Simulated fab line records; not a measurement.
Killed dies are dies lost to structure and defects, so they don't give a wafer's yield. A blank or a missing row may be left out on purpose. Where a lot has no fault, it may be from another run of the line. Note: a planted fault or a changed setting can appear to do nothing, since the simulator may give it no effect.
Which tool did it?	flow n5-finfet	24 lots with 72 wafers sampled at 5 steps, on a route of 1938 steps

== WHAT THE GAUGES SHOWED, per wafer ==
N5_MOL_CONTACT_COAG_INSPECT_10: inspects for defects (brightfield). Usual: raw-defect-count reads 64 (standard deviation 22).
lot	measured	on	raw-defect-count	flag
L074	day 4 18:46	defect-inspect-01	77 62 95	
L075	day 5 01:47	defect-inspect-01	93 57 65	
L076	day 5 06:10	defect-inspect-01	74 40 50	
L077	day 5 14:12	defect-inspect-02	85 62 81	
L078	day 5 19:33	defect-inspect-02	48 85 42	
L079	day 6 01:53	defect-inspect-01	57 55 41	
L080	day 6 05:40	defect-inspect-01	37 55 67	
L081	day 6 15:06	defect-inspect-01	33 41 31	
L082	day 6 18:22	defect-inspect-01	36 62 41	
L083	day 6 22:46	defect-inspect-01	55 38 78	
L084	day 7 06:25	defect-inspect-01	67 48 71	
L085	day 7 11:00	defect-inspect-01	35 49 49	
L086	day 7 22:34	defect-inspect-02	81 129 54	
L087	day 8 00:56	defect-inspect-02	46 52 84	
L088	day 8 06:15	defect-inspect-01	33 60 105	
L089	day 8 15:33	defect-inspect-01	60 73 81	
L090	day 8 17:32	defect-inspect-01	46 85 93	
L091	day 9 01:48	defect-inspect-01	46 67 45	
L092	day 9 03:17	defect-inspect-02	64 125 56	
L093	day 9 09:36	defect-inspect-02	44 51 27	
L094	day 9 17:16	defect-inspect-02	53 50 63	
L095	day 9 21:31	defect-inspect-02	51 108 53	
L096	day 10 05:58	defect-inspect-02	62 67 70	
L097	day 10 08:30	defect-inspect-01	60 117 77	

N5_MOL_CONTACT_COAG_THK_MEAS_29. Usual: MD_CAP_THK typically reads 17.90 nm, with standard deviation 0.098.
lot	measured	on	MD_CAP_THK (nm)	flag
L074	day 5 03:59	film-metro-01	17.90 17.85 17.89	
L075	day 5 09:20	film-metro-01	17.98 18.04 18.00	
L076	day 5 17:03	film-metro-01	17.88 17.87 17.84	
L077	day 5 21:51	film-metro-02	17.93 17.87 17.83	
L078	day 6 04:11	film-metro-02	17.79 17.73 17.84	
L079	day 6 10:37	film-metro-02	17.91 17.96 17.83	
L080	day 6 14:11	film-metro-02	17.81 17.79 17.72	
L081	day 7 01:25	film-metro-02	17.78 17.83 17.81	
L082	day 7 05:43	film-metro-02	17.74 17.92 17.89	
L083	day 7 08:16	film-metro-01	17.77 17.89 17.98	
L084	day 7 16:57	film-metro-02	17.94 18.13 18.10	
L085	day 7 20:29	film-metro-02	17.82 17.87 17.82	
L086	day 8 07:03	film-metro-02	17.85 17.86 17.98	
L087	day 8 09:40	film-metro-02	17.98 17.89 17.98	
L088	day 8 15:32	film-metro-02	17.92 17.82 17.85	
L089	day 9 01:11	film-metro-01	17.99 17.78 17.78	
L090	day 9 03:49	film-metro-01	17.96 18.13 17.90	
L091	day 9 10:18	film-metro-02	17.97 17.86 17.97	
L092	day 9 10:31	film-metro-01	18.00 17.99 17.93	
L093	day 9 17:02	film-metro-01	17.91 17.98 17.86	
L094	day 10 01:44	film-metro-01	18.01 17.97 17.92	
L095	day 10 06:42	film-metro-01	17.90 18.00 17.69	
L096	day 10 13:02	film-metro-02	17.95 18.00 17.87	
L097	day 10 16:20	film-metro-01	18.05 17.97 17.97	

N5_MOL_CONTACT_COAG_CD_MEAS_137: target cd 16 nm. Usual: cd-nm reads 16.0 nm (standard deviation 0.37).
lot	measured	on	cd-nm (nm)	flag
L074	day 5 06:17	cd-sem-03	15.6 16.1 16.0	
L075	day 5 11:40	cd-sem-03	15.5 15.7 16.3	
L076	day 5 18:59	cd-sem-03	15.4 16.4 15.6	
L077	day 6 00:29	cd-sem-01	16.2 16.6 16.6	
L078	day 6 06:24	cd-sem-03	16.2 16.2 16.3	
L079	day 6 12:37	cd-sem-03	15.8 15.9 16.5	
L080	day 6 16:15	cd-sem-02	15.9 15.6 16.2	
L081	day 7 04:01	cd-sem-03	16.3 15.8 16.1	
L082	day 7 07:40	cd-sem-03	16.1 16.4 15.7	
L083	day 7 10:34	cd-sem-01	16.0 15.9 16.1	
L084	day 7 20:50	cd-sem-01	15.7 16.4 16.0	
L085	day 7 22:58	cd-sem-03	15.6 15.8 15.8	
L086	day 8 09:19	cd-sem-01	15.7 15.7 15.4	
L087	day 8 12:17	cd-sem-02	16.2 15.9 16.2	
L088	day 8 17:55	cd-sem-02	15.7 15.8 15.3	
L089	day 9 03:14	cd-sem-02	15.9 15.6 16.2	
L090	day 9 05:46	cd-sem-02	15.9 16.3 15.9	
L091	day 9 12:16	cd-sem-03	15.5 15.6 15.9	
L092	day 9 12:36	cd-sem-01	15.6 15.7 15.6	
L093	day 9 19:01	cd-sem-03	16.0 16.1 16.3	
L094	day 10 04:36	cd-sem-03	15.8 16.0 15.8	
L095	day 10 08:38	cd-sem-01	17.1 16.4 15.9	
L096	day 10 14:58	cd-sem-03	16.1 15.9 15.8	
L097	day 10 18:23	cd-sem-03	15.8 16.6 15.7	

== WHAT TOOL EACH LOT RAN ON (gives the tool, then ch and the chambers of the sampled wafers, and finally the start) ==
lot	N5_MOL_CONTACT_COAG_ETCH_105	N5_MOL_CONTACT_COAG_CMP_28
L074	rie-diel-01 ch 1,2,3, day 4 18:53	cmp-04 ch 1,2,3, day 5 03:41
L075	rie-diel-01 ch 0,1,2, day 5 01:55	cmp-01 ch 2,3, day 5 09:04
L076	rie-diel-03 ch 0,1,3, day 5 06:16	cmp-03 ch 1,2,3, day 5 16:46
L077	rie-diel-01 ch 0,1,2, day 5 14:17	cmp-01 ch 0,1, day 5 21:36
L078	rie-diel-06 ch 1,3, day 5 19:38	cmp-03 ch 2,3, day 6 03:54
L079	rie-diel-06 ch 1,2,3, day 6 02:08	cmp-01 ch 0,2,3, day 6 10:22
L080	rie-diel-06 ch 0,2,3, day 6 06:07	cmp-03 ch 1,2,3, day 6 13:53
L081	rie-diel-03 ch 1,2, day 6 15:20	cmp-04 ch 1,2, day 7 01:09
L082	rie-diel-06 ch 2,3, day 6 18:29	cmp-04 ch 0,1,3, day 7 05:28
L083	rie-diel-06 ch 0,3, day 6 22:56	cmp-03 ch 2,3, day 7 07:58
L084	rie-diel-01 ch 1,2, day 7 06:30	cmp-04 ch 1,2,3, day 7 16:41
L085	rie-diel-06 ch 0,2,3, day 7 11:05	cmp-03 ch 2,3, day 7 20:11
L086	rie-diel-06 ch 1,2, day 7 22:50	cmp-01 ch 0,3, day 8 06:47
L087	rie-diel-06 ch 0,1,3, day 8 01:17	cmp-01 ch 1,2, day 8 09:24
L088	rie-diel-03 ch 0,1,2, day 8 06:26	cmp-01 ch 0,3, day 8 15:14
L089	rie-diel-06 ch 0,1,3, day 8 15:38	cmp-03 ch 0,2,3, day 9 00:54
L090	rie-diel-06 ch 0,1, day 8 17:49	cmp-01 ch 0,1, day 9 03:31
L091	rie-diel-01 ch 0,1,3, day 9 02:02	cmp-04 ch 0,2,3, day 9 10:01
L092	rie-diel-01 ch 0,1,3, day 9 03:29	cmp-03 ch 0,2, day 9 10:13
L093	rie-diel-06 ch 1,3, day 9 09:41	cmp-03 ch 1,2,3, day 9 16:49
L094	rie-diel-06 ch 1,2,3, day 9 17:22	cmp-04 ch 0,1,3, day 10 01:31
L095	rie-diel-01 ch 1,3, day 9 21:36	cmp-04 ch 0,1,3, day 10 06:26
L096	rie-diel-01 ch 1,3, day 10 06:04	cmp-03 ch 1,2,3, day 10 12:44
L097	rie-diel-06 ch 0,3, day 10 08:36	cmp-03 ch 0,1,2, day 10 16:07
- N5_MOL_CONTACT_COAG_ETCH_105: etches SiARC in CF4, target depth 15.6 nm, time 26 s.
- N5_MOL_CONTACT_COAG_CMP_28: polishes, stops on SiNx, t overpolish 0.85 s, target thk 14.522 nm.

== AS READ BY THE TOOLS THEMSELVES (means over the sampled wafers that have a number; for cases with no such wafer, the mark the record gives instead) ==
N5_MOL_CONTACT_COAG_ETCH_105. Usual: drypump-motor-current-A 5.8 A, standard deviation 0.47; etch-rf-on-time-s 25.7 s, standard deviation 0.65; oes-product-au 0.69 a.u., standard deviation 0.079; rf-vpp-V 184.5 V, standard deviation 1; showerhead-plenum-p-Torr 2.18 Torr, standard deviation 0.054; throttle-valve-pct 15.64 %, standard deviation 0.28.
lot	tool	drypump-motor-current-A (A)	etch-rf-on-time-s (s)	oes-product-au (a.u.)	rf-vpp-V (V)	showerhead-plenum-p-Torr (Torr)	throttle-valve-pct (%)	flag
L074	rie-diel-01	5.7	25.5	0.68	184.2	2.14	15.56	
L075	rie-diel-01	6.1	25.8	0.67	184.7	2.16	15.62	
L076	rie-diel-03	5.9	26.0	0.67	183.1	2.14	15.73	
L077	rie-diel-01	6.1	25.9	0.66	184.1	2.16	15.63	
L078	rie-diel-06	5.8	24.5	0.72	183.6	2.19	15.73	
L079	rie-diel-06	5.8	25.4	0.69	184.8	2.21	15.72	
L080	rie-diel-06	5.5	25.6	0.65	185.5	2.19	15.81	
L081	rie-diel-03	5.5	26.4	0.78	185.2	2.15	15.48	
L082	rie-diel-06	5.6	25.8	0.61	184.4	2.18	15.93	
L083	rie-diel-06	5.5	25.1	0.68	184.9	2.17	15.85	
L084	rie-diel-01	6.0	25.5	0.71	183.7	2.15	15.43	
L085	rie-diel-06	5.4	25.9	0.64	184.5	2.19	15.84	
L086	rie-diel-06	5.8	25.7	0.71	184.9	2.25	15.51	
L087	rie-diel-06	5.6	25.6	0.70	184.8	2.21	15.65	
L088	rie-diel-03	5.7	26.2	0.76	184.0	2.15	15.56	
L089	rie-diel-06	5.6	25.7	0.70	185.1	2.21	15.66	
L090	rie-diel-06	5.7	26.1	0.73	184.8	2.26	15.41	
L091	rie-diel-01	6.1	25.4	0.72	184.2	2.15	15.48	
L092	rie-diel-01	6.2	25.6	0.72	184.3	2.15	15.47	
L093	rie-diel-06	5.8	24.7	0.69	184.5	2.18	15.81	
L094	rie-diel-06	5.8	25.1	0.76	184.4	2.20	15.60	
L095	rie-diel-01	5.8	25.6	0.64	183.5	2.13	15.61	
L096	rie-diel-01	6.1	25.7	0.67	184.0	2.14	15.44	
L097	rie-diel-06	5.5	25.5	0.64	183.8	2.16	15.92	

N5_MOL_CONTACT_COAG_CMP_28. Usual: edge-zone-pressure-frac 1.000, standard deviation 0.0046; motor-current-A 12.4 A, standard deviation 0.93; time-to-endpoint-s 5.3 s, standard deviation 1.8.
lot	tool	edge-zone-pressure-frac	motor-current-A (A)	time-to-endpoint-s (s)	flag
L074	cmp-04	0.998	12.1	5.0	
L075	cmp-01	0.996	11.1	6.0	
L076	cmp-03	1.004	12.6	4.1	
L077	cmp-01	1.003	13.9	3.3	
L078	cmp-03	1.000	12.4	4.4	
L079	cmp-01	0.998	12.1	3.1	
L080	cmp-03	0.999	12.8	6.9	
L081	cmp-04	1.000	11.9	6.4	
L082	cmp-04	1.000	11.7	4.9	
L083	cmp-03	0.996	12.3	6.4	
L084	cmp-04	0.999	12.1	6.3	
L085	cmp-03	1.002	12.4	5.6	
L086	cmp-01	1.001	12.3	4.8	
L087	cmp-01	1.006	13.0	3.7	
L088	cmp-01	1.002	12.6	7.6	
L089	cmp-03	0.998	12.0	5.7	
L090	cmp-01	1.002	13.3	5.3	
L091	cmp-04	1.000	12.5	4.6	
L092	cmp-03	1.001	12.3	7.2	
L093	cmp-03	1.003	12.5	6.2	
L094	cmp-04	1.001	12.4	3.1	
L095	cmp-04	1.000	12.3	6.9	
L096	cmp-03	0.993	12.6	7.6	
L097	cmp-03	1.001	12.2	5.4	

== THE ANSWER, worked out from the rows above alone ==
Rule: take the mean of a lot's wafers that have a number; if it is more than 3 standard deviations from the usual mean, the lot is off. A lot without any number at a reading at which 4 lots or more have one is off too. All remaining lots with rows at the step are treated as sound. Order of review: gauges by route order, followed by the tools' own readings, for which a lot's mean as printed above is used. The first step at which some lot is off is used, and at that step the reading that is off furthest; a lot without a number counts as furthest.
No lot is off on any of the readings shown, so nothing can be concluded from this.

== WHAT THE SIMULATOR PUT IN ==
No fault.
